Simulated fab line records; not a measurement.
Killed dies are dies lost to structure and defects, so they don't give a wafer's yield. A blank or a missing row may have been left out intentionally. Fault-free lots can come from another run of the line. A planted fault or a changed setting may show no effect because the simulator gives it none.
Comparing a struck lot with a sound one :: flow n5-finfet :: 40 steps out of a route of 1938
Sound: these wafers, L895.3, L895.5, L895.6. Struck: wafer L912.1. (L912.2 of the same lot was not struck and is left out.) The cause comes at the end.
Per side, at each step with rows, come the tool, then ch with its chambers, and then its first start. Under that, the readings that differ: sound wafers :: struck wafers :: difference of the means :: sigmas: that difference in standard deviations of wafers without a fault.
alike: same words and numbers on both sides, and readings whose means sit less than 2 such deviations apart. not compared: any withheld reading, any reading some wafer has no value for, any bound like >300 that may hide the same value, and any number with overlapping values for which the record gives no deviation.
Wherever a step has rows on one side only, a row that says differs or no value, or a row with sigmas, the two part there. When numbers do not overlap yet have no deviation, they are printed without sigmas and do not part them. Lack of a reading on every wafer of one side parts them only where that side has two or more wafers.

first, 12 steps without rows for these wafers: N5_HKMG_FIN_DESCUM_53 (chemistry O2, time 7.9 s); N5_HKMG_FIN_ETCH_54 (etches SiARC in CF4, target depth 45.5 nm, time 75.8 s); N5_HKMG_FIN_ETCH_55 (etches SOC in N2/H2, target depth 240 nm, time 300 s); N5_HKMG_FIN_STRIP_56 (strips in N2/H2); N5_HKMG_FIN_STRIP_57 (strips in CF4); N5_HKMG_FIN_ETCH_58 (etches SOC in N2/H2, target depth 215.8 nm, time 741 s); N5_HKMG_FIN_STRIP_93 (strips SOC in N2/H2, time 20 s); N5_HKMG_FIN_WET_ETCH_76 (etches Al2O3 in dNH4OH, stops on La2O3, target depth 2.25 nm, rinse time 30 s); N5_HKMG_FIN_STRIP_60 (strips in N2/H2, time 360 s); N5_HKMG_FIN_WET_ETCH_77 (etches La2O3 in dHCl, stops on HfO2, target depth 2 nm); N5_HKMG_FIN_WET_ETCH_78 (etches Al2O3 in dNH4OH, stops on La2O3, target depth 4.5 nm, rinse time 30 s); N5_HKMG_FIN_ALD_79 (deposits TiN, target thk 1.5 nm, pulse time 1 s, purge time 3 s).
N5_HKMG_FIN_CVD_62: deposits a-Si from Si2H6, target thk 3 nm, time 20.8 s.
  sound on thermal-cvd-si-01 ch 1,2, day 4 12:44; struck on thermal-cvd-si-01 ch 1, day 8 23:14
reading: model.a-Si_of_HKMG_FIN_CVD_62.thk-nm (nm)
sound: 3.2 3 3
struck: 4.2
difference: +1.1
sigmas: 
  alike: chamber-pressure-Torr, heater-power-w
then, 25 steps without rows for these wafers: N5_HKMG_FIN_RTA_80 (time 2 s); N5_HKMG_FIN_PRECLEAN_64 (cleans in dHF, time 30 s); N5_HKMG_FIN_WET_ETCH_65 (etches a-Si in TMAH, stops on TiN, time 49 s, target depth 3 nm); N5_HKMG_FIN_WET_ETCH_81 (etches TiN in SC1, stops on HfO2, time 57 s, target depth 6 nm); N5_HKMG_FIN_WET_ETCH_82 (etches La2O3 in dHCl, stops on HfO2, target depth 2 nm, rinse time 30 s); N5_HKMG_FIN_ALD_36 (deposits TiN, target thk 1 nm, pulse time 1 s, purge time 3 s); N5_HKMG_FIN_PWFM_ALD_03 (deposits TiN, target thk 2 nm, pulse time 1 s, purge time 3 s); N5_HKMG_FIN_COAT_29 (time 60 s, resist thk 300 nm); N5_HKMG_FIN_COAT_30 (time 60 s, resist thk 35 nm); N5_HKMG_FIN_COAT_06 (resist thk 90 nm); N5_HKMG_FIN_EBR_08; N5_HKMG_FIN_SOFTBAKE_07 (time 60 s); N5_HKMG_FIN_EXPOSE_09 (exposes mask NWFM); N5_HKMG_FIN_PEB_10 (peb time 60 s); N5_HKMG_FIN_DEVELOP_11 (develop time 30 s); N5_HKMG_FIN_DESCUM_17 (chemistry O2, time 7.9 s); N5_HKMG_FIN_ETCH_31 (etches SiARC in CF4, target depth 45.5 nm, time 75.8 s); N5_HKMG_FIN_ETCH_32 (etches SOC in N2/H2, target depth 240 nm, time 300 s); N5_HKMG_FIN_STRIP_33 (strips in N2/H2); N5_HKMG_FIN_STRIP_34 (strips in CF4); N5_HKMG_FIN_ETCH_35 (etches SOC in N2/H2, target depth 215.8 nm, time 243.4 s); N5_HKMG_FIN_STRIP_92 (strips SOC in N2/H2, time 20 s); N5_HKMG_FIN_WET_ETCH_18 (etches TiN in SC1, time 55 s, target depth 5.2 nm, rinse time 30 s); N5_HKMG_FIN_STRIP_19 (strips in N2/H2, time 360 s); N5_HKMG_FIN_ALD_91 (deposits TiN, target thk 1 nm, pulse time 1 s, purge time 3 s).
-- record jumps: 4 days separate the struck wafers' starts on either side; left off in module HKMG_FIN, taken up again in module BEOL_M4, whose first shown step is the route's number 1111 --
N5_BEOL_M4_RC_MEAS_101:
  sound on prober-02 ch 0, day 8 18:21; struck on prober-01 ch 0, day 12 20:08
reading: EOT_P
sound: 10.54 10.60 10.45
struck: 10.85
difference: +0.32
sigmas: +3

reading: IGATE_P (nA/um)
sound: 0.0031 0.0031 0.0039
struck: 0.0006
difference: -0.0028
sigmas: -5

reading: IOFF_N (nA/um)
sound: 0.12 0.12 0.15
struck: 0.00
difference: -0.13
sigmas: -4

reading: IOFF_N_85C (nA/um)
sound: 2.5 2.4 3.0
struck: 0.1
difference: -2.5
sigmas: -5

reading: IOFF_N_LIN (nA/um)
sound: 0.061 0.058 0.073
struck: 0.001
difference: -0.063
sigmas: -5

reading: IOFF_N_LONG (nA/um)
sound: 5.28e-05 5.33e-05 5.36e-05
struck: 2.19e-05
difference: -3.13e-05
sigmas: -13

reading: IOFF_P (nA/um)
sound: 0.18 0.16 0.20
struck: 0.85
difference: +0.67
sigmas: +20

reading: IOFF_P_85C (nA/um)
sound: 3.1 2.8 3.4
struck: 12.0
difference: +8.9
sigmas: +17

reading: IOFF_P_LIN (nA/um)
sound: 0.084 0.079 0.092
struck: 0.440
difference: +0.355
sigmas: +27

reading: IOFF_P_LONG (nA/um)
sound: 9.4e-05 9.9e-05 9.5e-05
struck: 0.000343
difference: +0.000247
sigmas: +27

reading: ION_N (uA/um)
sound: 651 666 675
struck: 431
difference: -233
sigmas: -19

reading: ION_P (uA/um)
sound: 460 452 462
struck: 508
difference: +50
sigmas: +7

reading: SS_N (mV/dec)
sound: 71.8 70.6 72.1
struck: 70.2
difference: -1.3
sigmas: -2

reading: SS_P (mV/dec)
sound: 73.1 72.8 73.5
struck: 71.8
difference: -1.3
sigmas: -2

reading: VT_N (mV)
sound: 252 254 250
struck: 359
difference: +107
sigmas: +35

reading: VT_N_LONG (mV)
sound: 276.9 277.6 276.5
struck: 377.4
difference: +100.4
sigmas: +50

reading: VT_N_LVT (mV)
sound: 101 101 98
struck: 206
difference: +106
sigmas: +34

reading: VT_P (mV)
sound: -251 -255 -250
struck: -209
difference: +43
sigmas: +13

reading: VT_P_LONG (mV)
sound: -281.0 -279.0 -277.4
struck: -236.4
difference: +42.7
sigmas: +14

reading: VT_P_LVT (mV)
sound: -100.4 -101.8 -98.2
struck: -55.1
difference: +45.0
sigmas: +16
  alike: DIBL_N, DIBL_P
-- a jump in the record: the struck wafers' starts before and after are 4 days apart (it breaks off in module BEOL_M4 and resumes in module PASSIVATION, where the first step shown is number 1936 of the route) --
N5_PASSIVATION_PROBE_49:
  sound on prober-02 at day 13 04:45; struck on prober-01 at day 16 22:10
reading: sort_bin_4_leakage (%)
sound: 0 0 0
struck: 84.58
difference: +84.58
sigmas: 

reading: sort_bin_8_speed (%)
sound: 0 0 0
struck: 7.63
difference: +7.63
sigmas: +32

reading: sort-n-pass
sound: 1034 1069 1062
struck: 0
difference: -1055
sigmas: -59

reading: sort-yield-pct (%)
sound: 87.6 90.6 90.0
struck: 0
difference: -89
sigmas: -60
  alike: defect-limited-yield, killed_at_M0_to_M3, killed_at_M4_up, killed-at-contacts, killed-at-front-end, killed-at-other, killed-dies, killed-open, killed-short, sort_bin_5_function, sort_bin_6_memory

WHERE THEY PART
At N5_BEOL_M4_RC_MEAS_101 first; at N5_PASSIVATION_PROBE_49 last (within this record only).

WHY: whatever the simulator had introduced
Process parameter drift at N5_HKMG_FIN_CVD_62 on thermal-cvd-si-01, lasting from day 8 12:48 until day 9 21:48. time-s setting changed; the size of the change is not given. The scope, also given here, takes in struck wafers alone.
